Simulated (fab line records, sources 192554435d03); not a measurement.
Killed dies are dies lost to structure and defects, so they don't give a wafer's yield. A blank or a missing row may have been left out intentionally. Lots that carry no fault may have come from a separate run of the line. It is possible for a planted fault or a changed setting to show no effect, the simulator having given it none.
2 desks, one fault -- flow n5Finfet -- each desk has only its own numbers; what lay behind them comes last

FOR THE TOOL OWNER'S DESK: cmp-02
The tool's own readings at N5_ILD0_CMP_12 (polishes SiNx, stops on poly-Si, t overpolish 6 s, target thk 17.67 nm): means of the sampled wafers that have a number, for each lot that ran on this tool. If a lot's mean is further than 4 standard deviations from the usual mean, the lot is out of limits and carries the mark OUT (the distance appears in the brackets).
Columns: A = motorCurrentA at N5_ILD0_CMP_12, usual 9.3 A; B = overpolishRunS at N5_ILD0_CMP_12, usual 6.000 s; C = platenRpm at N5_ILD0_CMP_12, usual 51.80 rpm; D = slurryFilterDpKPa at N5_ILD0_CMP_12, usual 13.48 kPa; E = timeToEndpointS at N5_ILD0_CMP_12, usual 30.8 s
lot,first seen here,A,B,C,D,E
L608,day 3 18:40,10.1,5.988,51.82,13.39,31.2
L609,day 4 00:28,9.7,6.012,51.78,13.44,31.2
L622,day 7 05:40,10.4,6.005,51.78,13.42,41.2
L623,day 7 13:07,10.1,6.007,51.79,13.51,39.7
This desk found nothing out of limits on any of the 4 lots.

METROLOGY DESK
What the gauges read, lot by lot, whatever tool the lot ran on: means of the sampled wafers that have a number. If a lot's mean is further than 4 standard deviations from the usual mean, the lot is out of limits and carries the mark OUT (the distance appears in the brackets). It has 11 readings; the 7 that lie furthest out on some lot are the ones shown.
Columns: A = thkNm at N5_ILD0_THK_MEAS_04, usual 197.7 nm; B = DIBL_N at N5_BEOL_M4_RC_MEAS_101, usual 36.0 mV/V; C = DIBL_P at N5_BEOL_M4_RC_MEAS_101, usual 36.7 mV/V; D = IOFF_P at N5_BEOL_M4_RC_MEAS_101, usual 0.21 nA/um; E = SS_N at N5_BEOL_M4_RC_MEAS_101, usual 71.5 mV/dec; F = VT_N at N5_BEOL_M4_RC_MEAS_101, usual 250 mV; G = VT_P at N5_BEOL_M4_RC_MEAS_101, usual -251 mV
lot,first seen here,A,B,C,D,E,F,G
L608,day 3 15:19,198.4,32.3,33.6,0.18,71.0,253,-253
L609,day 3 21:13,199.2,38.3,36.8,0.22,72.0,251,-253
L610,day 4 01:09,198.8,36.4,36.8,0.19,71.7,250,-253
L611,day 4 07:10,199.0,38.5,38.9,0.27,71.8,245,-246
L617,day 5 19:32,197.9,35.9,38.1,0.22,71.0,247,-251
L622,day 7 02:17,196.3,37.3,35.9,0.23,71.8,251,-249
L623,day 7 09:03,197.0,36.1,36.8,0.22,71.4,250,-250
L625,day 7 21:11,198.4,36.5,38.0,0.25,71.1,248,-246
L626,day 8 02:56,197.7,31.3,32.9,0.15,70.4,255,-255
L629,day 8 21:56,199.0,36.7,37.9,0.24,71.6,247,-247
This desk found nothing out of limits on any of the 10 lots.

ALL TOGETHER
The desk of the tool owner found nothing out of limits.
Nothing out of limits was seen by the metrology desk.

WHAT WAS PUT IN BY THE SIMULATOR
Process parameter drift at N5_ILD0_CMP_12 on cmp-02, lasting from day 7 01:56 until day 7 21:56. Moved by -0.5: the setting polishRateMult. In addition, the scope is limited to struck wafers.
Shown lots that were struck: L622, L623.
